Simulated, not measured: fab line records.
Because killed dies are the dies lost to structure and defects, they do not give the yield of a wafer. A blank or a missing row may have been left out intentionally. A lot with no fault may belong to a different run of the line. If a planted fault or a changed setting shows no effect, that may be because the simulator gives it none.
A struck lot beside a sound one :: flow nand-harc :: 11 out of 1302 route steps
Sound: wafers L802.1, L802.2, L802.6. Wafers L809.3, L809.4, L809.6 were the ones struck. The cause comes at the end.
Each step with rows lists, per side, the tool, then ch with its chambers, then its first start. Under that, the readings that differ: sound wafers :: struck wafers :: difference of the means :: sigmas: that difference in standard deviations of wafers without a fault.
alike: readings whose means differ by less than 2 such deviations, and words and numbers that are the same on both sides. not compared: withheld readings, readings that some wafer has no value for, bounds like >300 that may hide the same value, and numbers for which the record gives no deviation and whose values overlap.
A row with sigmas, a row that says differs or no value, or rows on one side alone: a step with any of these is where the two part. When numbers do not overlap yet have no deviation, they are printed without sigmas and do not part them. A reading missing from all wafers of one side parts the sides only when that side holds two or more wafers.

first, 1 step without rows for these wafers: NHARC_A_WL_FILL_SRD_14.
NHARC_A_WL_FILL_ALD_19: deposits TiN, target thk 2 nm, pulse time 3 s, ald cycles 100.
  sound on ald-metal-04 ch 0,2,3, day 25 19:35; struck on ald-metal-01 ch 0,1,2, day 28 09:00
  alike: heater-power-w, precursor-pulse-height-rel
NHARC_A_WL_FILL_CVD_20: deposits W, target thk 100 nm, time 74 s.
  sound on cvd-w-02 ch 0,1; struck on cvd-w-02 ch 0,1
  alike: heater-power-w, throttle-valve-pct
NHARC_A_WL_FILL_CMP_12: polishes, t overpolish 30 s, target thk 100 nm.
  sound on cmp-01 ch 1,2, day 25 19:58; struck on cmp-02 ch 0,1,3, day 28 09:23
  alike: edge-zone-pressure-frac, motor-current-A, overpolish-run-s, slurry-flow-ml-min, time-to-endpoint-s
following that, these wafers have no rows for 1 step: NHARC_A_WL_FILL_SRD_31.
NHARC_A_WL_FILL_INSPECT_15:
  sound: defect-inspect-02 at day 25 20:25; struck: defect-inspect-01 at day 28 09:53
  alike: raw-defect-count
NHARC_A_CONTACT_DEP_24: deposits SiO2, target thk 500 nm.
  sound on pecvd-01 ch 0,1, day 25 20:29; struck on pecvd-03 ch 0,1, day 28 09:57
reading: heater-power-w (W)
sound: 680 510 383
struck: 800 739 829
difference: +265
sigmas: +3
  alike: chamber-pressure-Torr, flow-sccm, throttle-valve-pct
NHARC_A_CONTACT_DEP_28: deposits aC, target thk 7000 nm.
  sound on acl-dep-02 ch 0, day 25 21:05; struck on acl-dep-01 ch 0, day 28 11:59
  alike: susceptor-temp-C, throttle-valve-pct
NHARC_A_CONTACT_DEP_29: deposits SiON, target thk 100 nm.
  sound on pecvd-03 ch 0,1,2, day 26 01:22; struck on pecvd-01 ch 0,1,2, day 28 14:54
  no value came back on the struck wafers for chamber-pressure-Torr (Torr), heater-power-outer-w (W), heater-power-w (W); on the sound wafers chamber-pressure-Torr (Torr) reads 3.504 3.511 3.489
then, 1 step without rows for these wafers: NHARC_A_CONTACT_DEHYDRATE_32 (time 120 s).
-- record jumps: 4 days between struck wafers' starts before vs after; left off in module A_CONTACT, resumes in module END, first step shown is number 1302 of the route --
NHARC_END_SORT_01:
  at this point the record logs the struck wafers (prober-01 ch 0, day 32 09:48) and has no rows for the sound ones

== WHERE THEY PART ==
Last at NHARC_END_SORT_01 as far as this record goes, first at NHARC_A_CONTACT_DEP_24.

WHY: what the simulator had put in
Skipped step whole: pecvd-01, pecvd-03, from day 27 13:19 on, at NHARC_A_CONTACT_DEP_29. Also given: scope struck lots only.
